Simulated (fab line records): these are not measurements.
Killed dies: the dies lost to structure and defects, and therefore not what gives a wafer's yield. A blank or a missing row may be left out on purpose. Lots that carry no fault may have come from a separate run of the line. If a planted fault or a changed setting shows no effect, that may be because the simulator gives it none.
Which tool was responsible? / flow nandHarc / 24 lots with 72 wafers sampled at 6 steps, on a route of 1302 steps

== WHAT THE GAUGES READ, wafer by wafer ==
NHARC_P_GATE_OVL_MEAS_27.
lot=L074; measured=day 4 22:22; on=overlay-02; overlayXNm (nm)=0.8 1.1 1.2; overlayYNm (nm)=-0.5 0.1 -0.5
lot=L075; measured=day 5 16:05; on=overlay-02; overlayXNm (nm)=0.2 0.5 0.5; overlayYNm (nm)=0.1 -0.1 0.5
lot=L076; measured=day 5 18:17; on=overlay-01; overlayXNm (nm)=-0.6 -0.4 -0.3; overlayYNm (nm)=1.1 0.8 1.2
lot=L077; measured=day 6 12:20; on=overlay-01; overlayXNm (nm)=0.4 0.3 0.7; overlayYNm (nm)=-2.3 -2.2 -2.3
lot=L078; measured=day 6 19:19; on=overlay-01; overlayXNm (nm)=0.8 1.1 0.7; overlayYNm (nm)=-1.7 -1.2 -1.5
lot=L079; measured=day 6 23:37; on=overlay-01; overlayXNm (nm)=-1.2 -1.0 -0.6; overlayYNm (nm)=-1.2 -0.5 -0.8
lot=L080; measured=day 7 11:46; on=overlay-01; overlayXNm (nm)=2.3 1.9 2.3; overlayYNm (nm)=0.7 0.5 0.8
lot=L081; measured=day 7 22:29; on=overlay-01; overlayXNm (nm)=-1.2 -0.9 -0.8; overlayYNm (nm)=0.4 0.2 0.7
lot=L082; measured=day 8 09:44; on=overlay-02; overlayXNm (nm)=0.2 0.7 0.2; overlayYNm (nm)=-0.7 -0.6 -0.5
lot=L084; measured=day 9 00:25; on=overlay-01; overlayXNm (nm)=0.7 0.2 0.2; overlayYNm (nm)=-0.8 -0.7 -0.5
lot=L083; measured=day 9 00:35; on=overlay-02; overlayXNm (nm)=0.5 0.2 0.5; overlayYNm (nm)=0.9 1.3 0.5
lot=L085; measured=day 9 12:52; on=overlay-01; overlayXNm (nm)=0.7 0.2 0.4; overlayYNm (nm)=1.0 1.0 1.0
lot=L086; measured=day 9 21:12; on=overlay-01; overlayXNm (nm)=1.3 0.9 0.8; overlayYNm (nm)=0.3 0.2 -0.6
lot=L087; measured=day 10 08:55; on=overlay-01; overlayXNm (nm)=-0.4 0.0 0.8; overlayYNm (nm)=0.4 0.0 0.2
lot=L089; measured=day 11 03:57; on=overlay-02; overlayXNm (nm)=0.8 1.0 0.5; overlayYNm (nm)=0.4 0.1 0.3
lot=L088; measured=day 11 04:06; on=overlay-01; overlayXNm (nm)=-1.7 -1.7 -1.2; overlayYNm (nm)=0.1 0.0 0.2
lot=L090; measured=day 11 16:24; on=overlay-02; overlayXNm (nm)=0.5 0.4 0.7; overlayYNm (nm)=0.1 0.9 0.6
lot=L091; measured=day 12 03:46; on=overlay-02; overlayXNm (nm)=-0.2 -0.4 -0.2; overlayYNm (nm)=0.4 0.5 0.7
lot=L092; measured=day 12 17:01; on=overlay-01; overlayXNm (nm)=-0.7 -1.8 -0.6; overlayYNm (nm)=-0.5 -0.3 -0.4
lot=L093; measured=day 13 03:53; on=overlay-02; overlayXNm (nm)=-0.7 -0.7 -0.7; overlayYNm (nm)=1.3 1.2 1.8
lot=L094; measured=day 13 04:39; on=overlay-01; overlayXNm (nm)=-1.0 -1.2 -1.2; overlayYNm (nm)=-0.1 -0.1 -0.6
lot=L095; measured=day 13 22:38; on=overlay-02; overlayXNm (nm)=0.0 0.6 0.4; overlayYNm (nm)=-1.4 -1.2 -1.1
lot=L096; measured=day 14 03:23; on=overlay-02; overlayXNm (nm)=-0.6 0.4 0.1; overlayYNm (nm)=2.1 1.8 1.4
lot=L097; measured=day 14 12:37; on=overlay-01; overlayXNm (nm)=0.6 0.5 0.0; overlayYNm (nm)=1.2 0.3 0.9

NHARC_P_M0_INSPECT_27.
lot=L074; measured=day 6 01:29; on=defectInspect-01; rawDefectCount=416 293 395
lot=L075; measured=day 6 19:02; on=defectInspect-02; rawDefectCount=417 368 752
lot=L076; measured=day 6 22:32; on=defectInspect-01; rawDefectCount=147 151 264
lot=L077; measured=day 7 15:08; on=defectInspect-01; rawDefectCount=208 153 89
lot=L078; measured=day 7 22:30; on=defectInspect-01; rawDefectCount=178 204 162
lot=L079; measured=day 8 02:58; on=defectInspect-02; rawDefectCount=225 580 256
lot=L080; measured=day 8 14:45; on=defectInspect-01; rawDefectCount=344 389 227
lot=L081; measured=day 9 01:19; on=defectInspect-02; rawDefectCount=273 226 256
lot=L082; measured=day 9 14:25; on=defectInspect-01; rawDefectCount=311 260 487
lot=L084; measured=day 10 05:01; on=defectInspect-01; rawDefectCount=314 218 195
lot=L083; measured=day 10 03:14; on=defectInspect-01; rawDefectCount=173 122 186
lot=L085; measured=day 10 17:45; on=defectInspect-01; rawDefectCount=411 258 385
lot=L086; measured=day 11 00:14; on=defectInspect-01; rawDefectCount=398 379 460
lot=L087; measured=day 11 11:46; on=defectInspect-02; rawDefectCount=246 170 218
lot=L089; measured=day 12 06:42; on=defectInspect-02; rawDefectCount=195 245 203
lot=L088; measured=day 12 07:24; on=defectInspect-02; rawDefectCount=161 249 205
lot=L090; measured=day 12 19:25; on=defectInspect-01; rawDefectCount=202 230 268
lot=L091; measured=day 13 06:43; on=defectInspect-02; rawDefectCount=276 359 263
lot=L092; measured=day 13 19:47; on=defectInspect-01; rawDefectCount=242 296 240
lot=L093; measured=day 14 06:26; on=defectInspect-02; rawDefectCount=135 217 318
lot=L094; measured=day 14 07:37; on=defectInspect-01; rawDefectCount=449 351 239
lot=L095; measured=day 15 01:08; on=defectInspect-02; rawDefectCount=357 209 292
lot=L096; measured=day 15 06:57; on=defectInspect-02; rawDefectCount=364 426 447
lot=L097; measured=day 15 16:10; on=defectInspect-02; rawDefectCount=190 175 181

== EACH LOT AND THE TOOL THAT RAN IT (in order: tool; ch and the chambers of the sampled wafers; start) ==
lot=L074; NHARC_P_GATE_ETCH_104=rieDiel-03 ch 0,2, day 4 22:35; NHARC_P_CONTACT_DEGAS_38=pvdSputter-01, day 5 20:08; NHARC_P_M0_DESCUM_14=rieDiel-04 ch 1,2, day 5 22:42; NHARC_P_M0_PRE_CLEAN_29=pvdSputter-02, day 6 01:29 or earlier
lot=L075; NHARC_P_GATE_ETCH_104=rieDiel-11 ch 0,2, day 5 16:17; NHARC_P_CONTACT_DEGAS_38=pvdSputter-01, day 6 14:05; NHARC_P_M0_DESCUM_14=rieDiel-09 ch 0,1, day 6 16:34; NHARC_P_M0_PRE_CLEAN_29=pvdSputter-01, day 6 19:02 or earlier
lot=L076; NHARC_P_GATE_ETCH_104=rieDiel-03 ch 0,3, day 5 18:29; NHARC_P_CONTACT_DEGAS_38=pvdSputter-03, day 6 16:24; NHARC_P_M0_DESCUM_14=rieDiel-08 ch 1,2,3, day 6 19:13; NHARC_P_M0_PRE_CLEAN_29=pvdSputter-02, day 6 22:32 or earlier
lot=L077; NHARC_P_GATE_ETCH_104=rieDiel-03 ch 0,2,3, day 6 12:32; NHARC_P_CONTACT_DEGAS_38=pvdSputter-01, day 7 10:02; NHARC_P_M0_DESCUM_14=rieDiel-09 ch 1,2, day 7 12:33; NHARC_P_M0_PRE_CLEAN_29=pvdSputter-03, day 7 15:08 or earlier
lot=L078; NHARC_P_GATE_ETCH_104=rieDiel-06 ch 2,3, day 6 19:30; NHARC_P_CONTACT_DEGAS_38=pvdSputter-02, day 7 17:02; NHARC_P_M0_DESCUM_14=rieDiel-09 ch 1,2,3, day 7 19:39; NHARC_P_M0_PRE_CLEAN_29=pvdSputter-01, day 7 22:30 or earlier
lot=L079; NHARC_P_GATE_ETCH_104=rieDiel-11 ch 1,2, day 6 23:49; NHARC_P_CONTACT_DEGAS_38=pvdSputter-02, day 7 21:44; NHARC_P_M0_DESCUM_14=rieDiel-04 ch 0,1, day 8 00:19; NHARC_P_M0_PRE_CLEAN_29=pvdSputter-01, day 8 02:58 or earlier
lot=L080; NHARC_P_GATE_ETCH_104=rieDiel-03 ch 0,1,3, day 7 11:58; NHARC_P_CONTACT_DEGAS_38=pvdSputter-01, day 8 09:41; NHARC_P_M0_DESCUM_14=rieDiel-09 ch 0,1,2, day 8 12:18; NHARC_P_M0_PRE_CLEAN_29=pvdSputter-03, day 8 14:45 or earlier
lot=L081; NHARC_P_GATE_ETCH_104=rieDiel-03 ch 0,1,3, day 7 22:40; NHARC_P_CONTACT_DEGAS_38=pvdSputter-01, day 8 20:20; NHARC_P_M0_DESCUM_14=rieDiel-08 ch 0,1,3, day 8 22:48; NHARC_P_M0_PRE_CLEAN_29=pvdSputter-03, day 9 01:19 or earlier
lot=L082; NHARC_P_GATE_ETCH_104=rieDiel-06 ch 1,2,3, day 8 09:55; NHARC_P_CONTACT_DEGAS_38=pvdSputter-03, day 9 09:25; NHARC_P_M0_DESCUM_14=rieDiel-09 ch 0,1,3, day 9 11:56; NHARC_P_M0_PRE_CLEAN_29=pvdSputter-01, day 9 14:25 or earlier
lot=L084; NHARC_P_GATE_ETCH_104=rieDiel-03 ch 0,1,3, day 9 00:36; NHARC_P_CONTACT_DEGAS_38=pvdSputter-02, day 9 23:58; NHARC_P_M0_DESCUM_14=rieDiel-09 ch 2,3, day 10 02:33; NHARC_P_M0_PRE_CLEAN_29=pvdSputter-02, day 10 05:01 or earlier
lot=L083; NHARC_P_GATE_ETCH_104=rieDiel-06 ch 0,2, day 9 00:46; NHARC_P_CONTACT_DEGAS_38=pvdSputter-02, day 9 22:19; NHARC_P_M0_DESCUM_14=rieDiel-09 ch 0,2, day 10 00:46; NHARC_P_M0_PRE_CLEAN_29=pvdSputter-03, day 10 03:14 or earlier
lot=L085; NHARC_P_GATE_ETCH_104=rieDiel-06 ch 1,2,3, day 9 13:04; NHARC_P_CONTACT_DEGAS_38=pvdSputter-03, day 10 12:42; NHARC_P_M0_DESCUM_14=rieDiel-09 ch 1,2,3, day 10 15:17; NHARC_P_M0_PRE_CLEAN_29=pvdSputter-02, day 10 17:45 or earlier
lot=L086; NHARC_P_GATE_ETCH_104=rieDiel-06 ch 0,1,3, day 9 21:23; NHARC_P_CONTACT_DEGAS_38=pvdSputter-03, day 10 19:16; NHARC_P_M0_DESCUM_14=rieDiel-08 ch 0,1,3, day 10 21:46; NHARC_P_M0_PRE_CLEAN_29=pvdSputter-03, day 11 00:14 or earlier
lot=L087; NHARC_P_GATE_ETCH_104=rieDiel-03 ch 0,3, day 10 09:08; NHARC_P_CONTACT_DEGAS_38=pvdSputter-02, day 11 06:43; NHARC_P_M0_DESCUM_14=rieDiel-04 ch 0,1,3, day 11 09:18; NHARC_P_M0_PRE_CLEAN_29=pvdSputter-03, day 11 11:46 or earlier
lot=L089; NHARC_P_GATE_ETCH_104=rieDiel-06 ch 0,1, day 11 04:08; NHARC_P_CONTACT_DEGAS_38=pvdSputter-03, day 12 01:35; NHARC_P_M0_DESCUM_14=rieDiel-09 ch 0,1, day 12 04:11; NHARC_P_M0_PRE_CLEAN_29=pvdSputter-02, day 12 06:42 or earlier
lot=L088; NHARC_P_GATE_ETCH_104=rieDiel-03 ch 1,2, day 11 04:19; NHARC_P_CONTACT_DEGAS_38=pvdSputter-01, day 12 02:21; NHARC_P_M0_DESCUM_14=rieDiel-08 ch 0,2,3, day 12 04:49; NHARC_P_M0_PRE_CLEAN_29=pvdSputter-01, day 12 07:24 or earlier
lot=L090; NHARC_P_GATE_ETCH_104=rieDiel-06 ch 0,1,2, day 11 16:35; NHARC_P_CONTACT_DEGAS_38=pvdSputter-03, day 12 14:24; NHARC_P_M0_DESCUM_14=rieDiel-09 ch 0,2,3, day 12 16:57; NHARC_P_M0_PRE_CLEAN_29=pvdSputter-03, day 12 19:25 or earlier
lot=L091; NHARC_P_GATE_ETCH_104=rieDiel-03 ch 0,3, day 12 03:57; NHARC_P_CONTACT_DEGAS_38=pvdSputter-01, day 13 01:40; NHARC_P_M0_DESCUM_14=rieDiel-09 ch 2,3, day 13 04:08; NHARC_P_M0_PRE_CLEAN_29=pvdSputter-01, day 13 06:43 or earlier
lot=L092; NHARC_P_GATE_ETCH_104=rieDiel-11 ch 0,3, day 12 17:12; NHARC_P_CONTACT_DEGAS_38=pvdSputter-03, day 13 14:30; NHARC_P_M0_DESCUM_14=rieDiel-09 ch 0,1,3, day 13 17:07; NHARC_P_M0_PRE_CLEAN_29=pvdSputter-02, day 13 19:47 or earlier
lot=L093; NHARC_P_GATE_ETCH_104=rieDiel-03 ch 2,3, day 13 04:04; NHARC_P_CONTACT_DEGAS_38=pvdSputter-03, day 14 01:29; NHARC_P_M0_DESCUM_14=rieDiel-04 ch 0,1,3, day 14 03:59; NHARC_P_M0_PRE_CLEAN_29=pvdSputter-03, day 14 06:26 or earlier
lot=L094; NHARC_P_GATE_ETCH_104=rieDiel-03 ch 0,2,3, day 13 04:50; NHARC_P_CONTACT_DEGAS_38=pvdSputter-02, day 14 02:25; NHARC_P_M0_DESCUM_14=rieDiel-04 ch 0,1,2, day 14 05:01; NHARC_P_M0_PRE_CLEAN_29=pvdSputter-03, day 14 07:37 or earlier
lot=L095; NHARC_P_GATE_ETCH_104=rieDiel-03 ch 0,3, day 13 22:50; NHARC_P_CONTACT_DEGAS_38=pvdSputter-01, day 14 20:13; NHARC_P_M0_DESCUM_14=rieDiel-09 ch 0,3, day 14 22:39; NHARC_P_M0_PRE_CLEAN_29=pvdSputter-03, day 15 01:08 or earlier
lot=L096; NHARC_P_GATE_ETCH_104=rieDiel-03 ch 2,3, day 14 03:35; NHARC_P_CONTACT_DEGAS_38=pvdSputter-02, day 15 01:29; NHARC_P_M0_DESCUM_14=rieDiel-09 ch 0,1, day 15 04:07; NHARC_P_M0_PRE_CLEAN_29=pvdSputter-03, day 15 06:57 or earlier
lot=L097; NHARC_P_GATE_ETCH_104=rieDiel-03 ch 1,3, day 14 12:48; NHARC_P_CONTACT_DEGAS_38=pvdSputter-03, day 15 10:34; NHARC_P_M0_DESCUM_14=rieDiel-09 ch 0,1,3, day 15 13:42; NHARC_P_M0_PRE_CLEAN_29=pvdSputter-02, day 15 16:10 or earlier
- NHARC_P_GATE_ETCH_104: etches the open film in CF4/CHF3, target depth 60 nm.
- NHARC_P_CONTACT_DEGAS_38: time 60 s.
- NHARC_P_M0_DESCUM_14: chemistry O2, time 3 s.
- NHARC_P_M0_PRE_CLEAN_29: time 30 s.

== WHAT THE TOOLS THEMSELVES READ (means of the sampled wafers that have a number; where no wafer has one, the mark that the record gives instead) ==
NHARC_P_GATE_ETCH_104.
lot=L074; tool=rieDiel-03; cf4FlowSccm (sccm)=100.2; drypumpMotorCurrentA (A)=5.9; oesProductAu (a.u.)=0.951; rfFwdPowerW (W)=490.4; rfVppV (V)=373.4; showerheadPlenumPTorr (Torr)=1.65; throttleValvePct (%)=16.802
lot=L075; tool=rieDiel-11; cf4FlowSccm (sccm)=100.0; drypumpMotorCurrentA (A)=5.9; oesProductAu (a.u.)=0.923; rfFwdPowerW (W)=494.8; rfVppV (V)=372.8; showerheadPlenumPTorr (Torr)=1.65; throttleValvePct (%)=16.796
lot=L076; tool=rieDiel-03; cf4FlowSccm (sccm)=99.9; drypumpMotorCurrentA (A)=5.0; oesProductAu (a.u.)=0.970; rfFwdPowerW (W)=490.3; rfVppV (V)=373.5; showerheadPlenumPTorr (Torr)=1.65; throttleValvePct (%)=16.809
lot=L077; tool=rieDiel-03; cf4FlowSccm (sccm)=100.0; drypumpMotorCurrentA (A)=5.5; oesProductAu (a.u.)=0.972; rfFwdPowerW (W)=492.1; rfVppV (V)=373.7; showerheadPlenumPTorr (Torr)=1.65; throttleValvePct (%)=16.798
lot=L078; tool=rieDiel-06; cf4FlowSccm (sccm)=100.2; drypumpMotorCurrentA (A)=6.0; oesProductAu (a.u.)=0.972; rfFwdPowerW (W)=494.8; rfVppV (V)=369.9; showerheadPlenumPTorr (Torr)=1.55; throttleValvePct (%)=16.807
lot=L079; tool=rieDiel-11; cf4FlowSccm (sccm)=100.1; drypumpMotorCurrentA (A)=6.0; oesProductAu (a.u.)=0.925; rfFwdPowerW (W)=496.2; rfVppV (V)=373.1; showerheadPlenumPTorr (Torr)=1.65; throttleValvePct (%)=16.808
lot=L080; tool=rieDiel-03; cf4FlowSccm (sccm)=100.2; drypumpMotorCurrentA (A)=5.3; oesProductAu (a.u.)=0.966; rfFwdPowerW (W)=490.9; rfVppV (V)=371.0; showerheadPlenumPTorr (Torr)=1.59; throttleValvePct (%)=16.804
lot=L081; tool=rieDiel-03; cf4FlowSccm (sccm)=100.1; drypumpMotorCurrentA (A)=5.3; oesProductAu (a.u.)=0.924; rfFwdPowerW (W)=492.8; rfVppV (V)=370.8; showerheadPlenumPTorr (Torr)=1.59; throttleValvePct (%)=16.796
lot=L082; tool=rieDiel-06; cf4FlowSccm (sccm)=99.6; drypumpMotorCurrentA (A)=5.8; oesProductAu (a.u.)=0.937; rfFwdPowerW (W)=495.1; rfVppV (V)=370.0; showerheadPlenumPTorr (Torr)=1.57; throttleValvePct (%)=16.809
lot=L084; tool=rieDiel-03; cf4FlowSccm (sccm)=99.7; drypumpMotorCurrentA (A)=5.3; oesProductAu (a.u.)=0.924; rfFwdPowerW (W)=492.9; rfVppV (V)=372.2; showerheadPlenumPTorr (Torr)=1.59; throttleValvePct (%)=16.799
lot=L083; tool=rieDiel-06; cf4FlowSccm (sccm)=99.8; drypumpMotorCurrentA (A)=6.1; oesProductAu (a.u.)=0.962; rfFwdPowerW (W)=492.8; rfVppV (V)=372.2; showerheadPlenumPTorr (Torr)=1.63; throttleValvePct (%)=16.806
lot=L085; tool=rieDiel-06; cf4FlowSccm (sccm)=99.9; drypumpMotorCurrentA (A)=5.8; oesProductAu (a.u.)=0.970; rfFwdPowerW (W)=494.4; rfVppV (V)=370.2; showerheadPlenumPTorr (Torr)=1.57; throttleValvePct (%)=16.799
lot=L086; tool=rieDiel-06; cf4FlowSccm (sccm)=100.1; drypumpMotorCurrentA (A)=5.8; oesProductAu (a.u.)=0.916; rfFwdPowerW (W)=493.9; rfVppV (V)=372.2; showerheadPlenumPTorr (Torr)=1.60; throttleValvePct (%)=16.803
lot=L087; tool=rieDiel-03; cf4FlowSccm (sccm)=100.0; drypumpMotorCurrentA (A)=5.3; oesProductAu (a.u.)=0.946; rfFwdPowerW (W)=490.5; rfVppV (V)=373.8; showerheadPlenumPTorr (Torr)=1.63; throttleValvePct (%)=16.805
lot=L089; tool=rieDiel-06; cf4FlowSccm (sccm)=100.2; drypumpMotorCurrentA (A)=5.9; oesProductAu (a.u.)=0.936; rfFwdPowerW (W)=491.0; rfVppV (V)=373.3; showerheadPlenumPTorr (Torr)=1.64; throttleValvePct (%)=16.793
lot=L088; tool=rieDiel-03; cf4FlowSccm (sccm)=99.9; drypumpMotorCurrentA (A)=6.0; oesProductAu (a.u.)=0.933; rfFwdPowerW (W)=490.9; rfVppV (V)=372.6; showerheadPlenumPTorr (Torr)=1.60; throttleValvePct (%)=16.799
lot=L090; tool=rieDiel-06; cf4FlowSccm (sccm)=100.1; drypumpMotorCurrentA (A)=5.9; oesProductAu (a.u.)=0.961; rfFwdPowerW (W)=493.9; rfVppV (V)=371.9; showerheadPlenumPTorr (Torr)=1.61; throttleValvePct (%)=16.800
lot=L091; tool=rieDiel-03; cf4FlowSccm (sccm)=99.9; drypumpMotorCurrentA (A)=5.3; oesProductAu (a.u.)=0.928; rfFwdPowerW (W)=491.5; rfVppV (V)=372.5; showerheadPlenumPTorr (Torr)=1.63; throttleValvePct (%)=16.794
lot=L092; tool=rieDiel-11; cf4FlowSccm (sccm)=99.8; drypumpMotorCurrentA (A)=6.0; oesProductAu (a.u.)=0.926; rfFwdPowerW (W)=493.0; rfVppV (V)=370.8; showerheadPlenumPTorr (Torr)=1.60; throttleValvePct (%)=16.795
lot=L093; tool=rieDiel-03; cf4FlowSccm (sccm)=100.1; drypumpMotorCurrentA (A)=5.2; oesProductAu (a.u.)=0.980; rfFwdPowerW (W)=491.6; rfVppV (V)=373.2; showerheadPlenumPTorr (Torr)=1.66; throttleValvePct (%)=16.797
lot=L094; tool=rieDiel-03; cf4FlowSccm (sccm)=100.1; drypumpMotorCurrentA (A)=5.4; oesProductAu (a.u.)=0.964; rfFwdPowerW (W)=492.2; rfVppV (V)=372.9; showerheadPlenumPTorr (Torr)=1.65; throttleValvePct (%)=16.804
lot=L095; tool=rieDiel-03; cf4FlowSccm (sccm)=99.8; drypumpMotorCurrentA (A)=5.3; oesProductAu (a.u.)=0.973; rfFwdPowerW (W)=492.6; rfVppV (V)=373.2; showerheadPlenumPTorr (Torr)=1.63; throttleValvePct (%)=16.806
lot=L096; tool=rieDiel-03; cf4FlowSccm (sccm)=99.7; drypumpMotorCurrentA (A)=5.2; oesProductAu (a.u.)=0.938; rfFwdPowerW (W)=491.5; rfVppV (V)=374.0; showerheadPlenumPTorr (Torr)=1.66; throttleValvePct (%)=16.801
lot=L097; tool=rieDiel-03; cf4FlowSccm (sccm)=100.2; drypumpMotorCurrentA (A)=5.4; oesProductAu (a.u.)=0.931; rfFwdPowerW (W)=492.0; rfVppV (V)=370.4; showerheadPlenumPTorr (Torr)=1.55; throttleValvePct (%)=16.806

NHARC_P_CONTACT_DEGAS_38.
lot=L074; tool=pvdSputter-01; heaterPowerW (W)=495
lot=L075; tool=pvdSputter-01; heaterPowerW (W)=466
lot=L076; tool=pvdSputter-03; heaterPowerW (W)=494
lot=L077; tool=pvdSputter-01; heaterPowerW (W)=516
lot=L078; tool=pvdSputter-02; heaterPowerW (W)=439
lot=L079; tool=pvdSputter-02; heaterPowerW (W)=441
lot=L080; tool=pvdSputter-01; heaterPowerW (W)=460
lot=L081; tool=pvdSputter-01; heaterPowerW (W)=499
lot=L082; tool=pvdSputter-03; heaterPowerW (W)=489
lot=L084; tool=pvdSputter-02; heaterPowerW (W)=410
lot=L083; tool=pvdSputter-02; heaterPowerW (W)=438
lot=L085; tool=pvdSputter-03; heaterPowerW (W)=510
lot=L086; tool=pvdSputter-03; heaterPowerW (W)=508
lot=L087; tool=pvdSputter-02; heaterPowerW (W)=390
lot=L089; tool=pvdSputter-03; heaterPowerW (W)=478
lot=L088; tool=pvdSputter-01; heaterPowerW (W)=527
lot=L090; tool=pvdSputter-03; heaterPowerW (W)=489
lot=L091; tool=pvdSputter-01; heaterPowerW (W)=490
lot=L092; tool=pvdSputter-03; heaterPowerW (W)=512
lot=L093; tool=pvdSputter-03; heaterPowerW (W)=504
lot=L094; tool=pvdSputter-02; heaterPowerW (W)=392
lot=L095; tool=pvdSputter-01; heaterPowerW (W)=470
lot=L096; tool=pvdSputter-02; heaterPowerW (W)=421
lot=L097; tool=pvdSputter-03; heaterPowerW (W)=507

NHARC_P_M0_DESCUM_14.
lot=L074; tool=rieDiel-04; drypumpMotorCurrentA (A)=5.1; oesProductAu (a.u.)=1.003; rfVppV (V)=58.7; showerheadPlenumPTorr (Torr)=1.92; throttleValvePct (%)=11.317
lot=L075; tool=rieDiel-09; drypumpMotorCurrentA (A)=6.5; oesProductAu (a.u.)=0.994; rfVppV (V)=57.4; showerheadPlenumPTorr (Torr)=1.96; throttleValvePct (%)=11.315
lot=L076; tool=rieDiel-08; drypumpMotorCurrentA (A)=5.7; oesProductAu (a.u.)=1.008; rfVppV (V)=57.8; showerheadPlenumPTorr (Torr)=1.85; throttleValvePct (%)=11.310
lot=L077; tool=rieDiel-09; drypumpMotorCurrentA (A)=6.1; oesProductAu (a.u.)=0.999; rfVppV (V)=57.2; showerheadPlenumPTorr (Torr)=1.89; throttleValvePct (%)=11.316
lot=L078; tool=rieDiel-09; drypumpMotorCurrentA (A)=5.7; oesProductAu (a.u.)=1.008; rfVppV (V)=57.4; showerheadPlenumPTorr (Torr)=1.93; throttleValvePct (%)=11.310
lot=L079; tool=rieDiel-04; drypumpMotorCurrentA (A)=5.1; oesProductAu (a.u.)=1.001; rfVppV (V)=57.3; showerheadPlenumPTorr (Torr)=1.87; throttleValvePct (%)=11.303
lot=L080; tool=rieDiel-09; drypumpMotorCurrentA (A)=6.0; oesProductAu (a.u.)=0.994; rfVppV (V)=58.7; showerheadPlenumPTorr (Torr)=1.93; throttleValvePct (%)=11.311
lot=L081; tool=rieDiel-08; drypumpMotorCurrentA (A)=5.7; oesProductAu (a.u.)=1.001; rfVppV (V)=57.9; showerheadPlenumPTorr (Torr)=1.91; throttleValvePct (%)=11.308
lot=L082; tool=rieDiel-09; drypumpMotorCurrentA (A)=6.1; oesProductAu (a.u.)=0.994; rfVppV (V)=58.5; showerheadPlenumPTorr (Torr)=1.96; throttleValvePct (%)=11.310
lot=L084; tool=rieDiel-09; drypumpMotorCurrentA (A)=5.2; oesProductAu (a.u.)=1.007; rfVppV (V)=57.9; showerheadPlenumPTorr (Torr)=1.93; throttleValvePct (%)=11.325
lot=L083; tool=rieDiel-09; drypumpMotorCurrentA (A)=5.5; oesProductAu (a.u.)=1.003; rfVppV (V)=58.4; showerheadPlenumPTorr (Torr)=1.93; throttleValvePct (%)=11.309
lot=L085; tool=rieDiel-09; drypumpMotorCurrentA (A)=5.7; oesProductAu (a.u.)=1.000; rfVppV (V)=57.4; showerheadPlenumPTorr (Torr)=1.92; throttleValvePct (%)=11.321
lot=L086; tool=rieDiel-08; drypumpMotorCurrentA (A)=5.7; oesProductAu (a.u.)=1.000; rfVppV (V)=57.8; showerheadPlenumPTorr (Torr)=1.91; throttleValvePct (%)=11.306
lot=L087; tool=rieDiel-04; drypumpMotorCurrentA (A)=5.3; oesProductAu (a.u.)=1.008; rfVppV (V)=57.8; showerheadPlenumPTorr (Torr)=1.92; throttleValvePct (%)=11.310
lot=L089; tool=rieDiel-09; drypumpMotorCurrentA (A)=6.4; oesProductAu (a.u.)=1.005; rfVppV (V)=58.7; showerheadPlenumPTorr (Torr)=1.96; throttleValvePct (%)=11.315
lot=L088; tool=rieDiel-08; drypumpMotorCurrentA (A)=5.5; oesProductAu (a.u.)=1.004; rfVppV (V)=57.1; showerheadPlenumPTorr (Torr)=1.93; throttleValvePct (%)=11.306
lot=L090; tool=rieDiel-09; drypumpMotorCurrentA (A)=5.7; oesProductAu (a.u.)=1.004; rfVppV (V)=57.3; showerheadPlenumPTorr (Torr)=1.96; throttleValvePct (%)=11.304
lot=L091; tool=rieDiel-09; drypumpMotorCurrentA (A)=5.2; oesProductAu (a.u.)=0.998; rfVppV (V)=57.6; showerheadPlenumPTorr (Torr)=1.92; throttleValvePct (%)=11.308
lot=L092; tool=rieDiel-09; drypumpMotorCurrentA (A)=6.1; oesProductAu (a.u.)=1.013; rfVppV (V)=57.9; showerheadPlenumPTorr (Torr)=1.95; throttleValvePct (%)=11.316
lot=L093; tool=rieDiel-04; drypumpMotorCurrentA (A)=5.3; oesProductAu (a.u.)=1.002; rfVppV (V)=57.3; showerheadPlenumPTorr (Torr)=1.91; throttleValvePct (%)=11.313
lot=L094; tool=rieDiel-04; drypumpMotorCurrentA (A)=5.5; oesProductAu (a.u.)=1.004; rfVppV (V)=58.0; showerheadPlenumPTorr (Torr)=1.93; throttleValvePct (%)=11.316
lot=L095; tool=rieDiel-09; drypumpMotorCurrentA (A)=5.8; oesProductAu (a.u.)=0.997; rfVppV (V)=58.2; showerheadPlenumPTorr (Torr)=1.99; throttleValvePct (%)=11.310
lot=L096; tool=rieDiel-09; drypumpMotorCurrentA (A)=6.4; oesProductAu (a.u.)=1.004; rfVppV (V)=57.8; showerheadPlenumPTorr (Torr)=1.95; throttleValvePct (%)=11.317
lot=L097; tool=rieDiel-09; drypumpMotorCurrentA (A)=6.1; oesProductAu (a.u.)=0.999; rfVppV (V)=58.6; showerheadPlenumPTorr (Torr)=1.95; throttleValvePct (%)=11.314

NHARC_P_M0_PRE_CLEAN_29.
lot=L074; tool=pvdSputter-02; heaterPowerW (W)=339
lot=L075; tool=pvdSputter-01; heaterPowerW (W)=433
lot=L076; tool=pvdSputter-02; heaterPowerW (W)=382
lot=L077; tool=pvdSputter-03; heaterPowerW (W)=446
lot=L078; tool=pvdSputter-01; heaterPowerW (W)=455
lot=L079; tool=pvdSputter-01; heaterPowerW (W)=461
lot=L080; tool=pvdSputter-03; heaterPowerW (W)=426
lot=L081; tool=pvdSputter-03; heaterPowerW (W)=429
lot=L082; tool=pvdSputter-01; heaterPowerW (W)=432
lot=L084; tool=pvdSputter-02; heaterPowerW (W)=346
lot=L083; tool=pvdSputter-03; heaterPowerW (W)=444
lot=L085; tool=pvdSputter-02; heaterPowerW (W)=370
lot=L086; tool=pvdSputter-03; heaterPowerW (W)=431
lot=L087; tool=pvdSputter-03; heaterPowerW (W)=450
lot=L089; tool=pvdSputter-02; heaterPowerW (W)=355
lot=L088; tool=pvdSputter-01; heaterPowerW (W)=433
lot=L090; tool=pvdSputter-03; heaterPowerW (W)=418
lot=L091; tool=pvdSputter-01; heaterPowerW (W)=418
lot=L092; tool=pvdSputter-02; heaterPowerW (W)=350
lot=L093; tool=pvdSputter-03; heaterPowerW (W)=433
lot=L094; tool=pvdSputter-03; heaterPowerW (W)=428
lot=L095; tool=pvdSputter-03; heaterPowerW (W)=433
lot=L096; tool=pvdSputter-03; heaterPowerW (W)=451
lot=L097; tool=pvdSputter-02; heaterPowerW (W)=382

== THE ANSWER, worked out from the rows above alone ==
Rule: what is usual is taken from the lots themselves. Put in order of their means at a reading, lots are off if they are a third of the lots or fewer, leave a main group of 4 or more, and stand apart from it by a gap of 3 or more times the standard deviation of the main group's means; of several such gaps the widest counts. A main group is skipped when, at the precision printed for the reading in the tables above, its means are all equal. A lot without any number at a reading at which 4 lots or more have one is off too. All remaining lots with rows at the step are treated as sound. First the gauges in route order, then the tools' own readings, where a lot's mean is used as printed above. The first step at which some lot is off is used, and at that step the reading that is off furthest; a lot without a number counts as furthest.
No lot is off on any of the readings shown, so nothing can be concluded from this.

== WHAT WAS PUT IN BY THE SIMULATOR ==
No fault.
